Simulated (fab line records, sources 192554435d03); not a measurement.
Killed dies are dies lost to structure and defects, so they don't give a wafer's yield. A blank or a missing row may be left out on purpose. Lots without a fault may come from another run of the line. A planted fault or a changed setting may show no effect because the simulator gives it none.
A struck lot beside a sound one | flow n5_finfet | 29 steps out of a route of 1938
Sound: wafers L749.2, L749.4, L749.6. Struck: wafers L751.1, L751.5, L751.6. The cause comes at the end.
At each step with rows: each side's tool, then ch and its chambers, then its first start. Under that, the readings that differ: sound wafers | struck wafers | difference of the means | sigmas: that difference in standard deviations of wafers without a fault.
alike: readings whose means differ by less than 2 such deviations, and words and numbers that are the same on both sides. not compared: withheld readings, readings that some wafer has no value for, bounds like >300 that may hide the same value, and numbers for which the record gives no deviation and whose values overlap.
The two part at a step that has a row with sigmas, a row that says differs or no value, or rows on one side only. Numbers that don't overlap but have no deviation are shown without sigmas and don't part them. A reading that every wafer of one side lacks parts them only if that side has two wafers or more.

first, 9 steps without rows for these wafers: N5_BEOL_M3_DESCUM_16 (chemistry O2, time 7 s); N5_BEOL_M3_ETCH_74 (etches underlayer in N2/H2, target depth 6.5 nm, time 5.2 s); N5_BEOL_M3_ETCH_63 (etches SiARC in CF4, target depth 15.6 nm, time 26 s); N5_BEOL_M3_ETCH_64 (etches SOC in N2/H2, target depth 75 nm, overetch 15 nm, time 112.5 s); N5_BEOL_M3_STRIP_65 (strips in N2/H2); N5_BEOL_M3_STRIP_75 (strips in N2/H2); N5_BEOL_M3_STRIP_66 (strips in CF4); N5_BEOL_M3_HM_OPEN_17 (chemistry Cl2/BCl3, target TiN, target depth 20 nm, overetch 6 nm); N5_BEOL_M3_STRIP_19 (strips in O2).
N5_BEOL_M3_COAT_67: time 60 s, resist thk 60 nm.
  sound on litho_track-04 ch 0, day 8 04:12; struck on litho_track-04 ch 0, day 9 02:14
  reading                                  | sound                | struck               | difference | sigmas
  spin_speed_rpm (rpm)                     | 1499.3 1498.8 1499.5 | 1289.5 1290.0 1286.6 | -210.5     | -99 or more
  model.SOC_of_BEOL_M3_COAT_67.thk_nm (nm) | 60.4 60.4 60.2       | 64.8 65 65           | +4.6       |
then, 13 steps without rows for these wafers: N5_BEOL_M3_COAT_68 (time 60 s, resist thk 12 nm); N5_BEOL_M3_COAT_76 (time 60 s, resist thk 5 nm); N5_BEOL_M3_COAT_22 (resist thk 30 nm); N5_BEOL_M3_EBR_24; N5_BEOL_M3_SOFTBAKE_23 (time 60 s); N5_BEOL_M3_EXPOSE_25 (exposes mask V2, defocus 5 nm); N5_BEOL_M3_PEB_26 (peb time 60 s); N5_BEOL_M3_DEVELOP_27 (develop time 30 s); N5_BEOL_M3_DESCUM_33 (chemistry O2, time 7 s); N5_BEOL_M3_ETCH_77 (etches underlayer in N2/H2, target depth 6.5 nm, time 5.2 s); N5_BEOL_M3_ETCH_69 (etches SiARC in CF4, target depth 15.6 nm, time 26 s); N5_BEOL_M3_ALD_98 (deposits SiO2, target thk 2.5 nm, pulse time 1 s, co reactant pulse time 1 s); N5_BEOL_M3_ETCHBACK_99 (etches SiO2 in CHF3, target depth 5 nm, time 10.4 s).
N5_BEOL_M3_ETCH_70: etches SOC in N2/H2, target depth 80 nm, overetch 16 nm, time 120 s.
  sound on rie_diel-03 ch 1,2, day 8 13:28; struck on rie_diel-03 ch 1,2, day 9 11:45
  reading                  | sound             | struck            | difference | sigmas
  model.etch.depth_nm (nm) | 60.32 60.34 60.27 | 64.78 64.91 64.95 | +4.57      |
  alike: drypump_motor_current_A, oes_product_au, rf_fwd_power_W, rf_vpp_V, showerhead_plenum_p_Torr, throttle_valve_pct
  not compared: rf_hours_counter_h
then, 2 steps without rows for these wafers: N5_BEOL_M3_STRIP_71 (strips in N2/H2); N5_BEOL_M3_STRIP_78 (strips in N2/H2).
N5_BEOL_M3_VIA_ETCH_34: etches the open film in C4F6/O2, target depth 69.4 nm, time 65.9 s.
  sound on rie_diel-03 ch 1,2, day 8 13:34; struck on rie_diel-03 ch 1,2, day 9 11:51
  reading                                  | sound        | struck         | difference | sigmas
  model.SOC_of_BEOL_M3_COAT_67.thk_nm (nm) | 52 52.4 52.2 | 56.4 56.8 56.6 | +4.4       |
  alike: drypump_motor_current_A, oes_product_au, rf_fwd_power_W, rf_vpp_V, showerhead_plenum_p_Torr, throttle_valve_pct
  not compared: rf_hours_counter_h
then, 1 step without rows for these wafers: N5_BEOL_M3_STRIP_83 (strips in C4F6/O2).
N5_BEOL_M4_RC_MEAS_101:
  sound on prober-01 ch 0, day 9 07:13; struck on prober-01 ch 0, day 10 02:11
  reading   | sound          | struck         | difference | sigmas
  VT_P (mV) | -256 -256 -254 | -249 -248 -248 | +7         | +2
  alike: DIBL_N, DIBL_P, IOFF_N, IOFF_P, ION_N, ION_P, SS_N, SS_P, VT_N

WHERE THEY PART
First at N5_BEOL_M3_COAT_67; last, within this record, at N5_BEOL_M4_RC_MEAS_101.

WHY: what the simulator had put in
Process parameter drift: litho_track-04, from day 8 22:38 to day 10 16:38, at N5_BEOL_M3_COAT_67. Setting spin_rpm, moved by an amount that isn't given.
